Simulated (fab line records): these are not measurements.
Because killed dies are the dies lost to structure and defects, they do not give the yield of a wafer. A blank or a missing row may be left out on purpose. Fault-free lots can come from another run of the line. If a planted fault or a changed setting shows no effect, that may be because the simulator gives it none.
Chamber matching || flow n5 finfet || 4 sister chambers for N5_BEOL_M10_ETCH_62 on rie diel-04
The step etches SOC in N2/H2, target depth 110 nm, overetch 22 nm, time 165 s. 7 wafers are shown with their chamber, then 10 later ones without.

== EACH WAFER AND ITS CHAMBER ==
{"wafer": "L084.1", "chamber": 3, "showerhead plenum p Torr (Torr)": 2.68, "throttle valve pct (%)": 17.60}
{"wafer": "L085.4", "chamber": 3, "showerhead plenum p Torr (Torr)": 2.68, "throttle valve pct (%)": 17.60}
{"wafer": "L086.1", "chamber": 0, "showerhead plenum p Torr (Torr)": 2.48, "throttle valve pct (%)": 17.71}
{"wafer": "L086.2", "chamber": 1, "showerhead plenum p Torr (Torr)": 2.62, "throttle valve pct (%)": 18.27}
{"wafer": "L086.5", "chamber": 2, "showerhead plenum p Torr (Torr)": 2.55, "throttle valve pct (%)": 17.93}
{"wafer": "L089.1", "chamber": 0, "showerhead plenum p Torr (Torr)": 2.47, "throttle valve pct (%)": 17.75}
{"wafer": "L089.2", "chamber": 1, "showerhead plenum p Torr (Torr)": 2.62, "throttle valve pct (%)": 18.28}

== WAFERS MISSING THEIR CHAMBER ==
{"wafer": "L089.4", "showerhead plenum p Torr (Torr)": 2.55, "throttle valve pct (%)": 17.95}
{"wafer": "L092.2", "showerhead plenum p Torr (Torr)": 2.67, "throttle valve pct (%)": 17.63}
{"wafer": "L092.4", "showerhead plenum p Torr (Torr)": 2.55, "throttle valve pct (%)": 17.95}
{"wafer": "L092.6", "showerhead plenum p Torr (Torr)": 2.47, "throttle valve pct (%)": 17.75}
{"wafer": "L096.1", "showerhead plenum p Torr (Torr)": 2.61, "throttle valve pct (%)": 18.30}
{"wafer": "L096.2", "showerhead plenum p Torr (Torr)": 2.54, "throttle valve pct (%)": 17.96}
{"wafer": "L096.5", "showerhead plenum p Torr (Torr)": 2.61, "throttle valve pct (%)": 18.30}
{"wafer": "L097.2", "showerhead plenum p Torr (Torr)": 2.47, "throttle valve pct (%)": 17.75}
{"wafer": "L097.3", "showerhead plenum p Torr (Torr)": 2.54, "throttle valve pct (%)": 17.96}
{"wafer": "L097.4", "showerhead plenum p Torr (Torr)": 2.61, "throttle valve pct (%)": 18.31}

== WHICH CHAMBER EACH WENT THROUGH ==
{"wafer": "L089.4", "from the rows above": 2, "in truth": 2}
{"wafer": "L092.2", "from the rows above": 3, "in truth": 3}
{"wafer": "L092.4", "from the rows above": 2, "in truth": 2}
{"wafer": "L092.6", "from the rows above": 0, "in truth": 0}
{"wafer": "L096.1", "from the rows above": 1, "in truth": 1}
{"wafer": "L096.2", "from the rows above": 2, "in truth": 2}
{"wafer": "L096.5", "from the rows above": 1, "in truth": 1}
{"wafer": "L097.2", "from the rows above": 0, "in truth": 0}
{"wafer": "L097.3", "from the rows above": 2, "in truth": 2}
{"wafer": "L097.4", "from the rows above": 1, "in truth": 1}
Correct placement for 10 of the 10. Left unplaced by these rows: 0. Wrongly placed: 0.
How it was worked out, from the rows above alone: a wafer's distance from a chamber is the root of the sum, over the readings, of the square of ((its reading less the chamber's mean) divided by the reading's scatter). If the next closest chamber is less than 2 further off than the closest, the wafer can't be placed; otherwise it belongs to the closest. For every chamber, the mean is computed from those of its wafers that are shown. The scatter is the square root of a quotient: the sum, over the shown wafers, of each reading's squared deviation from its chamber's mean, divided by wafers minus chambers.
